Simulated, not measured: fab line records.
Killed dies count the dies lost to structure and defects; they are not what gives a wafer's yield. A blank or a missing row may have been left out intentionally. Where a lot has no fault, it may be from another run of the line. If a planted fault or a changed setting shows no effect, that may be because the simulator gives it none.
Split-lot experiment ; flow n5-finfet ; 21 wafers read across 7 lots, on a route 1938 steps long

THE SPLIT ITSELF
At N5_DUMMY_GATE_EXPOSE_12 (exposes mask GATE, target cd 25 nm), the setting dose-mj was moved away from the recipe's 34 on 4 of the 21 wafers read, by -7.4% to +3.7%. The other wafers ran this setting at the recipe's value.

FROM THE SPLIT TO THE READING: what the file shows between them, 11 steps
- N5_DUMMY_GATE_PEB_13: peb time 60 s
- N5_DUMMY_GATE_DEVELOP_14: develop time 30 s
- N5_DUMMY_GATE_CD_MEAS_15: target cd 25.8 nm
- N5_DUMMY_GATE_ETCH_37: etches SOC in N2/H2, target depth 60 nm, overetch 30 nm (also split here: source-w)
- N5_DUMMY_GATE_STRIP_38: strips in N2/H2
- N5_DUMMY_GATE_STRIP_39: strips in N2/H2
- N5_DUMMY_GATE_TRIM_49: chemistry O2, time 29 s, target cd 14 nm
- N5_DUMMY_GATE_STRIP_40: strips in CF4
- N5_DUMMY_GATE_ETCH_32: etches SiO2 in CF4, target depth 3.5 nm, time 3.9 s
- N5_DUMMY_GATE_ETCH_23: etches poly-Si in HBr/Cl2/O2, target depth 41 nm, time 22.3 s
- N5_DUMMY_GATE_ETCH_44: etches poly-Si in HBr/O2, stops on SiO2, target depth 127.5 nm

THE READING
cd-nm at N5_DUMMY_GATE_CD_MEAS_24, given in nm (cd target 15 nm). Typical for fault-free wafers on this fab line: 15.1 nm, with standard deviation 0.31 nm.

wafer;tool, chamber at the split;dose-mj as run;against the recipe;cd-nm, nm;against lot-mates on the recipe
L074.1;euv-scanner-02, 0;34;recipe;14.9;-
L074.2;euv-scanner-02, 0;34;recipe;15.3;-
L074.6;euv-scanner-02, 0;34;recipe;15.2;-
L076.1;euv-scanner-02, 0;34;recipe;15.5;-
L076.2;euv-scanner-02, 0;34;recipe;15.5;-
L076.3;euv-scanner-02, 0;34;recipe;14.9;-
L082.1;euv-scanner-01, 0;34;recipe;15.1;-
L082.4;euv-scanner-01, 0;34;recipe;15.3;-
L082.6;euv-scanner-01, 0;34;recipe;15.2;-
L087.4;euv-scanner-01, 0;34;recipe;14.5;-
L087.5;euv-scanner-01, 0;34;recipe;14.8;-
L087.6;euv-scanner-01, 0;35.1;+3.2%;13.8;-0.8
L089.1;euv-scanner-01, 0;34;recipe;14.5;-
L089.2;euv-scanner-01, 0;34;recipe;14.7;-
L089.4;euv-scanner-01, 0;34;recipe;14.6;-
L094.1;euv-scanner-01, 0;34;recipe;15.3;-
L094.3;euv-scanner-01, 0;34;recipe;15.2;-
L094.5;euv-scanner-01, 0;35.26;+3.7%;14.9;-0.3
L095.2;euv-scanner-02, 0;31.5;-7.4%;16.5;+1.6
L095.4;euv-scanner-02, 0;31.5;-7.4%;16.9;+2.0
L095.6;euv-scanner-02, 0;34;recipe;14.9;-

THE FIT
A straight line over all 21 wafers: cd-nm changes by -0.219 nm for each +1% of dose-mj; r = -0.84; the points scatter about the line by 0.37 nm.
The same after taking each lot's own level away (the mean of its wafers on the recipe; 21 wafers): -0.229 nm for each +1%; r = -0.95; scatter 0.2 nm.
Per that fit: largest dose-mj move, reading shift of 1.7 nm.
The lots' own levels span 14.60 to 15.30 nm, that is 2.3 times the standard deviation above.
The two slopes are in agreement: the lot-to-lot level therefore moves the slope only a little.
Check: +1.8 nm against its lot-mates is what the line predicts for one of the wafers moved furthest among these (-7.4%) when that wafer is left out of the fit. It came out at +1.6 nm against them.

OTHER SPLITS ON THESE WAFERS
Other splits were also applied to these wafers ahead of the reading. Each is held against what the fit with the lots' levels taken away leaves over:
other split on the same wafers;wafers away from the commonest value;r with cd-nm (lot level and that fit taken away)
N5_FIN_SAQP_SPACER1_ALD_24 ald-cycles;5;-0.01
N5_FIN_SAQP_ETCH_34 source-w;7;-0.45
N5_DUMMY_GATE_ETCH_37 source-w;5;-0.60

THE WHOLE CHAIN: every reading that the file lists as answering this split, in the file's order
step;what it does;reading;change (the file's fit);r (the file's)
N5_DUMMY_GATE_CD_MEAS_15;target cd 25.8 nm;cd-nm;-0.189 nm for each +1% of the setting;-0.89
N5_DUMMY_GATE_TRIM_49;chemistry O2, time 29 s, target cd 14 nm;DUMMY_GATE.cd-nm (the simulator's own value, which no gauge read);-0.203 nm for each +1% of the setting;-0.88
N5_DUMMY_GATE_ETCH_44;etches poly-Si in HBr/O2, stops on SiO2, target depth 127.5 nm;DUMMY_GATE.cd-nm (the simulator's own value, which no gauge read);-0.212 nm for each +1% of the setting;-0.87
N5_DUMMY_GATE_CD_MEAS_24;target cd 15 nm;cd-nm;-0.222 nm for each +1% of the setting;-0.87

FILE'S OWN FIT
cd-nm changes by -0.222 nm for each +1% of dose-mj, r = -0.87.
